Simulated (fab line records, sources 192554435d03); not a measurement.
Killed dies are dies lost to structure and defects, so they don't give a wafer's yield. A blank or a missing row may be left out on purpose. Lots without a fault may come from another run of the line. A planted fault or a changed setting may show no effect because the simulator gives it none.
A struck lot beside a sound one | flow n5_finfet | 16 steps out of a route of 1938
Sound: wafers L336.3, L336.5, L336.6. Struck: wafers L332.1, L332.3, L332.4. The cause comes at the end.
At each step with rows: each side's tool, then ch and its chambers, then its first start. Under that, the readings that differ: sound wafers | struck wafers | difference of the means | sigmas: that difference in standard deviations of wafers without a fault.
alike: readings whose means differ by less than 2 such deviations, and words and numbers that are the same on both sides. not compared: withheld readings, readings that some wafer has no value for, bounds like >300 that may hide the same value, and numbers for which the record gives no deviation and whose values overlap.
The two part at a step that has a row with sigmas, a row that says differs or no value, or rows on one side only. Numbers that don't overlap but have no deviation are shown without sigmas and don't part them. A reading that every wafer of one side lacks parts them only if that side has two wafers or more.

first, 4 steps without rows for these wafers: N5_BEOL_M1_HM_STRIP_39 (strips TiN in peroxide tin strip, target depth 25 nm, time 158 s); N5_BEOL_M1_SRD_40 (time 30 s); N5_BEOL_M1_PRECLEAN_42 (cleans in residue remover, time 60 s); N5_BEOL_M1_SRD_43 (time 30 s).
N5_BEOL_M1_CD_MEAS_35: target cd 18 nm, target cd y 21 nm.
  sound on cd_sem-02, day 11 17:03; struck on cd_sem-01, day 10 13:16
  alike: cd_nm
N5_BEOL_M1_DEGAS_44: time 60 s.
  sound on pvd_sputter-03, day 11 17:25; struck on pvd_sputter-02, day 10 13:26
  alike: heater_power_w
N5_BEOL_M1_PRE_CLEAN_45: time 30 s.
  sound on pvd_sputter-03, day 11 17:27; struck on pvd_sputter-02, day 10 13:28
  alike: heater_power_w
N5_BEOL_M1_ALD_84: deposits TaN, pulse time 2 s, purge time 3 s, co reactant purge time 2 s.
  sound on ald_metal-04 ch 1,2, day 11 17:31; struck on ald_metal-03 ch 0,1,3, day 10 13:32
  alike: heater_power_w
  not compared: since_wet_clean_h
then, 2 steps without rows for these wafers: N5_BEOL_M1_SURFACE_TREAT_85; N5_BEOL_M1_CVD_47 (deposits Co from CCTBA/H2, target thk 3 nm, time 223.8 s).
N5_BEOL_M1_SPUTTER_48: material Cu, target thk 4.5 nm, time 8.29 s.
  sound on pvd_sputter-03, day 11 18:06; struck on pvd_sputter-03, day 10 14:01
  alike: chamber_pressure_pa, chuck_gas_flow_sccm, throttle_valve_pct
N5_BEOL_M1_ANNEAL_49: time 240 s.
  sound on pvd_sputter-03, day 11 18:11; struck on pvd_sputter-03, day 10 14:06
  alike: heater_power_w
N5_BEOL_M1_SPUTTER_79: material Cu, target thk 4.5 nm, time 8.29 s.
  sound on pvd_sputter-03, day 11 18:19; struck on pvd_sputter-03, day 10 14:14
  no value came back on the struck wafers for chamber_pressure_pa (Pa), chuck_gas_flow_sccm (sccm), throttle_valve_pct (%); on the sound wafers chamber_pressure_pa (Pa) reads 0.06981 0.07015 0.06993
then, 1 step without rows for these wafers: N5_BEOL_M1_ANNEAL_80 (time 240 s).
N5_BEOL_M4_RC_MEAS_101:
  sound on prober-01 ch 0, day 13 06:50; struck on prober-02 ch 0, day 11 22:37
  alike: DIBL_N, DIBL_P, IOFF_N, IOFF_P, ION_N, ION_P, SS_N, SS_P, VT_N, VT_P
-- the record jumps here: 4 days lie between the struck wafers' starts before and after (it left off in module BEOL_M4 and takes up again in module PASSIVATION, whose first step shown is number 1936 of the route) --
N5_PASSIVATION_PROBE_49:
  sound on prober-01, day 17 21:41; struck on prober-02, day 16 04:44
  alike: defect_limited_yield, killed_at_M0_to_M3, killed_at_M4_up, killed_at_contacts, killed_at_front_end, killed_at_other, killed_dies, killed_on_rim, killed_open, killed_short, sort_bin_5_function, sort_bin_6_memory, sort_n_pass, sort_yield_pct

WHERE THEY PART
Only at N5_BEOL_M1_SPUTTER_79, within this record. Later steps at which nothing parts them and some readings are alike: N5_BEOL_M4_RC_MEAS_101, N5_PASSIVATION_PROBE_49.

WHY: what the simulator had put in
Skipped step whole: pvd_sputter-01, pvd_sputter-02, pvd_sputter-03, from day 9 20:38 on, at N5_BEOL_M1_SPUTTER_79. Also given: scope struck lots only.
